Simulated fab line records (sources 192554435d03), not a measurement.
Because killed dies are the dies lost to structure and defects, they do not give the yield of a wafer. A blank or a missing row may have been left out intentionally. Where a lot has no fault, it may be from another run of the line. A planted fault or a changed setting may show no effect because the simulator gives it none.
A lot that was struck, set against a sound lot || flow n5-finfet || 36 steps out of a route of 1938
Sound: the wafers L824.1, L824.2, L824.3. Struck: wafer L826.4 (left out: L826.1, L826.5 of the same lot, which were not struck); the cause appears at the end.
Per side, at each step with rows, come the tool, then ch with its chambers, and then its first start. Under that, the readings that differ: sound wafers || struck wafers || difference of the means || sigmas: that difference in standard deviations of wafers without a fault.
alike: a reading whose means differ by less than 2 such deviations, as well as words and numbers matching on both sides. not compared: withheld readings; readings where some wafer has no value; bounds like >300 that might hide an equal value; numbers whose values overlap and for which the record gives no deviation.
The two part at a step that has a row with sigmas, a row that says differs or no value, or rows on one side only. Numbers that have no deviation but don't overlap get no sigmas and don't part them. A reading missing from all wafers of one side parts the sides only when that side holds two or more wafers.

first, 9 steps without rows for these wafers: N5_BEOL_M4_ANNEAL_95 (time 240 s); N5_BEOL_M4_SPUTTER_96 (material Cu, target thk 4.5 nm, time 8.29 s); N5_BEOL_M4_ECD_50 (material Cu, target thk 300 nm); N5_BEOL_M4_ANNEAL_51 (time 90 s); N5_BEOL_M4_CMP_52 (polishes, stops on SiOC, t overpolish 6.8 s, target thk 40 nm); N5_BEOL_M4_PRE_CLEAN_60 (time 15 s); N5_BEOL_M4_CO_CAP_55 (material Co, precursor CCTBA/H2, target thk 2 nm, time 102.1 s); N5_BEOL_M4_PRE_CLEAN_56 (time 15 s); N5_BEOL_M4_DEP_57 (deposits SiCN from 3MS/NH3, target thk 8 nm, time 14 s).
N5_BEOL_M4_RC_MEAS_101:
  sound on prober-01 ch 0, day 14 04:18; struck on prober-02 ch 0, day 14 00:58
  alike: DIBL_N, DIBL_P, IOFF_N, IOFF_P, ION_N, ION_P, SS_N, SS_P, VT_N, VT_P
then, 24 steps without rows for these wafers: N5_BEOL_M5_ILD_DEP_00 (deposits SiCOH lowk from DEMS/porogen, target thk 140.64 nm, time 25.9 s); N5_BEOL_M5_CURE_79 (cures SiCOH lowk, time 240 s); N5_BEOL_M5_PECVD_70 (deposits SiO2 from TEOS/O2, target thk 16 nm, time 18 s); N5_BEOL_M5_HM_DEP_02 (deposits TiN, target thk 20 nm); N5_BEOL_M5_COAT_59 (time 60 s, resist thk 60 nm); N5_BEOL_M5_COAT_60 (time 60 s, resist thk 12 nm); N5_BEOL_M5_COAT_71 (time 60 s, resist thk 5 nm); N5_BEOL_M5_COAT_05 (resist thk 30 nm); N5_BEOL_M5_EBR_07; N5_BEOL_M5_SOFTBAKE_06 (time 60 s); N5_BEOL_M5_EXPOSE_08 (exposes mask M5, target cd 28 nm); N5_BEOL_M5_PEB_09 (peb time 60 s); N5_BEOL_M5_DEVELOP_10 (develop time 30 s); N5_BEOL_M5_DESCUM_16 (chemistry O2, time 7 s); N5_BEOL_M5_ETCH_72 (etches underlayer in N2/H2, target depth 6.5 nm, time 5.2 s); N5_BEOL_M5_ETCH_61 (etches SiARC in CF4, target depth 15.6 nm, time 26 s); N5_BEOL_M5_ETCH_62 (etches SOC in N2/H2, target depth 75 nm, overetch 15 nm, time 112.5 s); N5_BEOL_M5_STRIP_63 (strips in N2/H2); N5_BEOL_M5_STRIP_73 (strips in N2/H2); N5_BEOL_M5_STRIP_64 (strips in CF4); N5_BEOL_M5_HM_OPEN_17 (chemistry Cl2/BCl3, target TiN, target depth 20 nm, overetch 6 nm); N5_BEOL_M5_STRIP_19 (strips in O2); N5_BEOL_M5_COAT_65 (time 60 s, resist thk 60 nm); N5_BEOL_M5_COAT_66 (time 60 s, resist thk 12 nm).
-- the record jumps here: 4 days lie between the struck wafers' starts before and after (it left off in module BEOL_M5 and takes up again in module MIM_TOP, whose first step shown is number 1838 of the route) --
N5_MIM_TOP_SPUTTER_03: material TiN, target thk 35 nm, time 89.7 s.
  sound: pvd-sputter-03 at day 18 04:52; struck: pvd-sputter-01 at day 17 19:41
{"reading": "susceptor-temp-C (C)", "sound": "200.07 200.09 199.97", "struck": 199.72, "difference": -0.32, "sigmas": -2}
{"reading": "model.TiN_of_MIM_TOP_SPUTTER_03.thk-nm (nm)", "sound": "35.2 35.2 34.6", "struck": 39, "difference": "+4", "sigmas": ""}
  alike: cathode-dc-power-W, throttle-valve-pct
N5_PASSIVATION_PROBE_49:
  record: rows for the struck wafers here (prober-01, day 18 05:27), none for the sound ones

== WHERE THEY PART ==
First at N5_MIM_TOP_SPUTTER_03; last, within this record, at N5_PASSIVATION_PROBE_49.

WHY: whatever the simulator had introduced
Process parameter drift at N5_MIM_TOP_SPUTTER_03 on pvd-sputter-01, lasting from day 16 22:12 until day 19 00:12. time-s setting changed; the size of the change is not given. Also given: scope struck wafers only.
